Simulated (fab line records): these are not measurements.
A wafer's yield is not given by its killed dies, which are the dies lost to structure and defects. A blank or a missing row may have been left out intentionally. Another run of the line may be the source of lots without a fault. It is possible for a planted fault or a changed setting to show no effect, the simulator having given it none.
Matching of chambers | flow n5_finfet | 3 sister chambers for N5_BEOL_M10_ILD_DEP_00 on pecvd-01
The step deposits SiCOH lowk from DEMS/porogen, target thk 308.51 nm, time 58 s. 6 wafers are shown with their chamber, then 12 later ones without.

EACH WAFER AND ITS CHAMBER
wafer  | chamber | throttle_valve_pct (%) | heater_power_w (W)
L085.1 | 2       | 13.5                   | 281
L086.1 | 2       | 13.5                   | 254
L086.3 | 1       | 14.6                   | 334
L087.1 | 0       | 13.6                   | 216
L087.3 | 1       | 14.8                   | 312
L087.4 | 0       | 13.4                   | 222

WAFERS WHOSE CHAMBER IS MISSING
wafer  | throttle_valve_pct (%) | heater_power_w (W)
L088.1 | 14.8                   | 326
L088.4 | 14.5                   | 340
L088.5 | 13.3                   | 274
L094.1 | 13.8                   | 260
L094.2 | 14.5                   | 331
L094.4 | 14.6                   | 341
L093.1 | 14.5                   | 340
L093.2 | 13.5                   | 213
L093.4 | 13.7                   | 219
L096.3 | 14.7                   | 338
L096.5 | 13.6                   | 217
L096.6 | 14.7                   | 353

WHICH CHAMBER EACH WENT THROUGH
wafer  | from the rows above     | in truth
L088.1 | 1                       | 1
L088.4 | 1                       | 1
L088.5 | 2                       | 2
L094.1 | can't be placed: 2 or 0 | 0
L094.2 | 1                       | 1
L094.4 | 1                       | 1
L093.1 | 1                       | 1
L093.2 | 0                       | 0
L093.4 | 0                       | 0
L096.3 | 1                       | 1
L096.5 | 0                       | 0
L096.6 | 1                       | 1
11 of 12 placed correctly. Not placeable from these rows: 1 (in 1, the candidates include the true chamber). Wrongly placed: 0.
How it was worked out, from the rows above alone: a wafer's distance from a chamber is the root of the sum, over the readings, of the square of ((its reading less the chamber's mean) divided by the reading's scatter). If the next closest chamber is less than 2 further off than the closest, the wafer can't be placed; otherwise it belongs to the closest. A chamber's mean is the mean of its shown wafers. The scatter is the square root of a quotient: the sum, over the shown wafers, of each reading's squared deviation from its chamber's mean, divided by wafers minus chambers.
